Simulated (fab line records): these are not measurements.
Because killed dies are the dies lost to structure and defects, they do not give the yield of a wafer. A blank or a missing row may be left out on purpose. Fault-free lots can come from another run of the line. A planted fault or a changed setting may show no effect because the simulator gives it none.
Chamber matching | flow n5-finfet | N5_DUMMY_GATE_TRIM_49 on rie-si-02: 4 sister chambers
The step chemistry O2, time 29 s, target cd 14 nm. 24 wafers are shown with their chamber, then 12 later ones without.

== EACH WAFER AND ITS CHAMBER ==
wafer  | chamber | drypump-motor-current-A (A) | throttle-valve-pct (%) | oes-product-au (a.u.)
L075.1 | 0       | 5.4                         | 8.29                   | 0.997
L075.2 | 2       | 5.9                         | 8.19                   | 0.970
L075.5 | 2       | 5.9                         | 8.19                   | 0.967
L076.3 | 0       | 5.4                         | 8.31                   | 1.004
L076.5 | 1       | 5.7                         | 8.21                   | 1.003
L076.6 | 0       | 5.4                         | 8.31                   | 1.008
L082.1 | 1       | 5.7                         | 8.21                   | 0.989
L082.2 | 0       | 5.4                         | 8.31                   | 0.991
L082.3 | 2       | 5.8                         | 8.20                   | 0.951
L083.2 | 2       | 5.9                         | 8.18                   | 0.957
L083.5 | 3       | 5.3                         | 8.06                   | 0.998
L083.6 | 0       | 5.4                         | 8.31                   | 1.007
L084.2 | 1       | 5.7                         | 8.22                   | 0.994
L084.3 | 2       | 5.9                         | 8.20                   | 0.963
L084.4 | 0       | 5.4                         | 8.32                   | 0.999
L086.1 | 2       | 5.8                         | 8.18                   | 0.954
L086.2 | 0       | 5.4                         | 8.31                   | 0.998
L086.6 | 1       | 5.7                         | 8.22                   | 1.004
L090.1 | 1       | 5.7                         | 8.21                   | 1.004
L090.3 | 3       | 5.3                         | 8.09                   | 1.006
L090.5 | 2       | 5.9                         | 8.19                   | 0.952
L092.2 | 3       | 5.3                         | 8.08                   | 1.000
L092.4 | 2       | 5.9                         | 8.20                   | 0.963
L092.6 | 3       | 5.3                         | 8.08                   | 0.999

SIGNATURES (means of the wafers above)
reading                 | chamber 0 | chamber 1 | chamber 2 | chamber 3 | scatter within a chamber
drypump-motor-current-A | 5.400     | 5.700     | 5.875     | 5.300     | 0.0274
throttle-valve-pct      | 8.3086    | 8.2140    | 8.1913    | 8.0775    | 0.00885
oes-product-au          | 1.00057   | 0.99880   | 0.95962   | 1.00075   | 0.00635
Rule: a wafer's distance from a chamber is the root of the sum, over the readings, of the square of ((its reading less the chamber's mean) divided by the reading's scatter). The wafer belongs to the nearest chamber; if the next one is less than 2 further off, it can't be placed. The scatter is the square root of a quotient: the sum, over the shown wafers, of each reading's squared deviation from its chamber's mean, divided by wafers minus chambers.

== WAFERS MISSING THEIR CHAMBER ==
wafer  | drypump-motor-current-A (A) | throttle-valve-pct (%) | oes-product-au (a.u.)
L093.2 | 5.4                         | 8.32                   | 0.988
L093.3 | 5.7                         | 8.22                   | 1.000
L093.5 | 5.7                         | 8.23                   | 1.000
L094.1 | 5.3                         | 8.08                   | 1.002
L094.2 | 5.7                         | 8.21                   | 0.994
L094.3 | 5.4                         | 8.33                   | 1.000
L094.4 | 5.9                         | 8.19                   | 0.965
L094.5 | 5.4                         | 8.09                   | 0.993
L094.6 | 5.4                         | 8.30                   | 0.998
L097.3 | 5.3                         | 8.08                   | 0.999
L097.5 | 5.4                         | 8.32                   | 1.010
L097.6 | 5.3                         | 8.09                   | 1.000

== WHICH CHAMBER EACH WENT THROUGH ==
wafer  | from the rows above | in truth
L093.2 | 0                   | 0
L093.3 | 1                   | 1
L093.5 | 1                   | 1
L094.1 | 3                   | 3
L094.2 | 1                   | 1
L094.3 | 0                   | 0
L094.4 | 2                   | 2
L094.5 | 3                   | 3
L094.6 | 0                   | 0
L097.3 | 3                   | 3
L097.5 | 0                   | 0
L097.6 | 3                   | 3
12 of 12 placed correctly. Number that these rows cannot place: 0. Number placed wrongly: 0.
